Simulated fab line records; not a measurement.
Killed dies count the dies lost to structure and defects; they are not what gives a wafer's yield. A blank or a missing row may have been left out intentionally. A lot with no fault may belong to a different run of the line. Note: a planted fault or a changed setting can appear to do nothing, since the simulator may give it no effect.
A struck lot beside a sound one || flow nand-harc || 13 out of 1302 route steps
Sound: wafers L219.2, L219.4, L219.5. Struck: wafer L212.1. The cause is given at the end.
Each step with rows lists, per side, the tool, then ch with its chambers, then its first start. Under that, the readings that differ: sound wafers || struck wafers || difference of the means || sigmas: that difference in standard deviations of wafers without a fault.
alike: same words and numbers on both sides, and readings whose means sit less than 2 such deviations apart. not compared: any withheld reading, any reading some wafer has no value for, any bound like >300 that may hide the same value, and any number with overlapping values for which the record gives no deviation.
The two part at a step that has a row with sigmas, a row that says differs or no value, or rows on one side only. Non-overlapping numbers with no deviation appear without sigmas and do not part them. A reading that every wafer of one side lacks parts them only if that side has two wafers or more.

NHARC_A_M1_INSPECT_27:
  struck on defect-inspect-02, day 27 06:52; sound on defect-inspect-01, day 30 13:47
  alike: raw-defect-count
NHARC_A_M1_PRE_CLEAN_32: time 12 s.
  sound on pecvd-02 ch 0,1,2, day 30 13:52; struck on pecvd-01 ch 2, day 27 06:56
{"reading": "heater-power-w (W)", "sound": "484 574 659", "struck": 737, "difference": "+165", "sigmas": "+2"}
NHARC_A_M1_DEP_33: deposits SiCN, target thk 30 nm.
  sound on pecvd-02 ch 0,1,2, day 30 14:01; struck on pecvd-01 ch 2, day 27 07:01
{"reading": "heater-power-w (W)", "sound": "479 510 562", "struck": 675, "difference": "+158", "sigmas": "+2"}
NHARC_A_BONDPAD_DEP_00: deposits SiCN, target thk 250 nm.
  sound on pecvd-02 ch 0,1,2; struck on pecvd-02 ch 0, day 27 07:34
  alike: heater-power-w
NHARC_A_BONDPAD_CMP_29: polishes SiCN, target thk 200 nm.
  sound on cmp-04 ch 2,3, day 30 14:53; struck on cmp-04 ch 0, day 27 07:59
{"reading": "motor-current-A (A)", "sound": "12.4 12.3 11.9", "struck": 9.2, "difference": -3.0, "sigmas": -3}
NHARC_A_BONDPAD_THK_MEAS_30: measures by ellipsometry.
  struck on film-metro-01, day 27 08:13; sound on film-metro-02, day 30 15:08
  alike: thk-nm
then, 5 steps without rows for these wafers: NHARC_A_BONDPAD_SRD_31; NHARC_A_BONDPAD_DEHYDRATE_01 (time 120 s); NHARC_A_BONDPAD_HMDS_02 (time 30 s); NHARC_A_BONDPAD_COAT_33 (time 65 s); NHARC_A_BONDPAD_COAT_03 (resist thk 600 nm).
NHARC_A_BONDPAD_SOFTBAKE_04: time 70 s.
  sound on litho-track-03 ch 0, day 30 15:00; struck on litho-track-03 ch 0, day 27 08:00
{"reading": "heater-power-total-W (W)", "sound": "201.1 200.3 199.0", "struck": 206.6, "difference": "+6.5", "sigmas": "+5"}
then, 1 step without rows for these wafers: NHARC_A_BONDPAD_EBR_05.

## WHERE THEY PART
Earliest at NHARC_A_M1_PRE_CLEAN_32; latest, in this record, at NHARC_A_BONDPAD_SOFTBAKE_04.

WHY: whatever the simulator had introduced
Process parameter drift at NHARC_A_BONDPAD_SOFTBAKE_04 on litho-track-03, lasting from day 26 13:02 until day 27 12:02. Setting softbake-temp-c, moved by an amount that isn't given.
